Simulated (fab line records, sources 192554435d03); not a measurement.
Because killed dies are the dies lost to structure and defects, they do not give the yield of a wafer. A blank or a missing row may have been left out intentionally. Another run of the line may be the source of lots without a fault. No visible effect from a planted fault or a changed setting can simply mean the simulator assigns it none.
Lot-split experiment | flow n5_finfet | route with 1938 steps; 7 lots, 39 wafers read

## ABOUT THE SPLIT
At N5_BEOL_M0_SAQP_PECVD_04 (deposits a-Si from SiH4/He, target thk 60 nm, time 60.2 s), the setting time_s was moved away from the recipe's 60.2 s on 18 of the 39 wafers read, by -30.4% to +45.5%. This setting was run at the recipe's value on the other wafers.

## FROM THE SPLIT TO THE READING: what the file shows between them, 7 steps
- N5_BEOL_M0_SAQP_THK_MEAS_05
- N5_BEOL_M0_SAQP_HM_DEP_111: deposits SiO2 from SiH4/N2O, target thk 12 nm, time 7.2 s
- N5_BEOL_M0_SAQP_COAT_81: time 60 s, resist thk 100 nm
- N5_BEOL_M0_SAQP_ETCH_84: etches SOC in N2/H2, target depth 100 nm, overetch 20 nm, time 150 s
- N5_BEOL_M0_SAQP_STRIP_80: strips in N2/H2
- N5_BEOL_M0_SAQP_HM_OPEN_112: chemistry CHF3/O2, target SiO2, stops on a-Si, target depth 12 nm, time 13.5 s
- N5_BEOL_M0_SAQP_STRIP_113: strips in CHF3/O2

## THE READING
oes_product_au, in a.u., at N5_BEOL_M0_SAQP_MANDREL_ETCH_20 (etches a-Si in HBr/Cl2, stops on SiNx, target depth 60 nm, bt time 10 s, time 30 s). Typical for fault-free wafers on this fab line: 0.775 a.u., with standard deviation 0.012 a.u.

wafer  | tool, chamber at the split | time_s as run, s | against the recipe | oes_product_au, a.u. | against lot-mates on the recipe
L074.1 | pecvd-02, 1                | 60.2             | recipe             | 0.759                | -
L074.2 | pecvd-02, 0                | 60.2             | recipe             | 0.778                | -
L074.3 | pecvd-02, 2                | 45.34            | -24.7%             | 0.681                | -0.089
L074.4 | pecvd-02, 0                | 45.34            | -24.7%             | 0.668                | -0.102
L074.5 | pecvd-02, 1                | 60.2             | recipe             | 0.772                | -
L074.6 | pecvd-02, 2                | 45.34            | -24.7%             | 0.674                | -0.096
L081.1 | pecvd-03, 2                | 60.2             | recipe             | 0.769                | -
L081.2 | pecvd-03, 1                | 71.75            | +19.2%             | 0.851                | +0.081
L081.3 | pecvd-03, 0                | 71.75            | +19.2%             | 0.849                | +0.079
L081.4 | pecvd-03, 1                | 60.2             | recipe             | 0.767                | -
L081.5 | pecvd-03, 2                | 60.2             | recipe             | 0.774                | -
L081.6 | pecvd-03, 0                | 71.75            | +19.2%             | 0.859                | +0.089
L084.1 | pecvd-03, 0                | 87.59            | +45.5%             | 0.964                | +0.196
L084.2 | pecvd-03, 1,2              | 60.2             | recipe             | 0.775                | -
L084.3 | pecvd-03, 1,2              | 60.2             | recipe             | 0.738                | -
L084.4 | pecvd-03, 0                | 60.2             | recipe             | 0.790                | -
L084.5 | pecvd-03, 2,1              | 87.59            | +45.5%             | 0.941                | +0.173
L084.6 | pecvd-03, 2,1              | 87.59            | +45.5%             | 0.993                | +0.225
L085.1 | pecvd-01, 2                | 41.92            | -30.4%             | 0.634                | -0.147
L085.2 | pecvd-01, 0                | 41.92            | -30.4%             | 0.638                | -0.143
L085.3 | pecvd-01, 1                | 60.2             | recipe             | 0.776                | -
L085.4 | pecvd-01, 1                | 60.2             | recipe             | 0.781                | -
L085.5 | pecvd-01, 0                | 41.92            | -30.4%             | 0.635                | -0.146
L085.6 | pecvd-01, 2                | 60.2             | recipe             | 0.785                | -
L090.1 | pecvd-01, 1                | 60.2             | recipe             | 0.756                | -
L090.3 | pecvd-01, 0                | 60.2             | recipe             | 0.796                | -
L090.5 | pecvd-01, 1                | 60.2             | recipe             | 0.795                | -
L095.1 | pecvd-03, 2                | 77.28            | +28.4%             | 0.908                | +0.136
L095.2 | pecvd-03, 0,1              | 60.2             | recipe             | 0.780                | -
L095.3 | pecvd-03, 0,1              | 60.2             | recipe             | 0.747                | -
L095.4 | pecvd-03, 0                | 60.2             | recipe             | 0.789                | -
L095.5 | pecvd-03, 1                | 77.28            | +28.4%             | 0.873                | +0.101
L095.6 | pecvd-03, 2                | 77.28            | +28.4%             | 0.922                | +0.150
L096.1 | pecvd-02, 1                | 74.58            | +23.9%             | 0.862                | +0.081
L096.2 | pecvd-02, 0,2              | 74.58            | +23.9%             | 0.880                | +0.099
L096.3 | pecvd-02, 0,2              | 74.58            | +23.9%             | 0.891                | +0.110
L096.4 | pecvd-02, 2,1              | 60.2             | recipe             | 0.789                | -
L096.5 | pecvd-02, 2,1              | 60.2             | recipe             | 0.789                | -
L096.6 | pecvd-02, 0                | 60.2             | recipe             | 0.764                | -
If several chambers appear in one row, that row covers several wafers at once and the file leaves open which wafer was in which chamber.

FIT RESULTS
A straight line over all 39 wafers: oes_product_au changes by +0.0043 a.u. for each +1% of time_s; r = +0.99; the points scatter about the line by 0.015 a.u.
The same after taking each lot's own level away (the mean of its wafers on the recipe; 39 wafers): +0.00437 a.u. for each +1%; r = +0.99; scatter 0.015 a.u.
Per that fit: largest time_s move, reading shift of 0.2 a.u.
From 0.7677 to 0.7823 a.u.: that is the span of the lots' own levels, equal to 1.2 times the standard deviation above.
Hence the lot-to-lot level has little effect on the slope; both slopes agree.
Check: for one of the wafers moved furthest among these (+45.5%), held out of the fit, the line's prediction against its lot-mates is +0.199 a.u. Against them it came out at +0.196 a.u.

## THE WHOLE CHAIN: every reading that the file lists as answering this split, in the file's order
step                            | what it does                                                                       | reading                                                                               | change (the file's fit)                   | r (the file's)
N5_BEOL_M0_SAQP_PECVD_04        | deposits a-Si from SiH4/He, target thk 60 nm, time 60.2 s                          | a-Si_of_BEOL_M0_SAQP_PECVD_04.thk_nm (the simulator's own value, which no gauge read) | +0.606 nm for each +1% of the setting     | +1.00
N5_BEOL_M0_SAQP_THK_MEAS_05     |                                                                                    | thk_nm                                                                                | withheld for each +1% of the setting      | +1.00
N5_BEOL_M0_SAQP_HM_OPEN_112     | chemistry CHF3/O2, target SiO2, stops on a-Si, target depth 12 nm, time 13.5 s     | a-Si_of_BEOL_M0_SAQP_PECVD_04.thk_nm (the simulator's own value, which no gauge read) | +0.605 nm for each +1% of the setting     | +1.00
N5_BEOL_M0_SAQP_MANDREL_ETCH_20 | etches a-Si in HBr/Cl2, stops on SiNx, target depth 60 nm, bt time 10 s, time 30 s | oes_product_au                                                                        | +0.00437 a.u. for each +1% of the setting | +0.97
N5_BEOL_M0_SAQP_MANDREL_ETCH_20 | etches a-Si in HBr/Cl2, stops on SiNx, target depth 60 nm, bt time 10 s, time 30 s | etch.depth_nm (the simulator's own value, which no gauge read)                        | +0.606 nm for each +1% of the setting     | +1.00

## FILE'S OWN FIT
oes_product_au changes by +0.00437 a.u. for each +1% of time_s, r = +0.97.
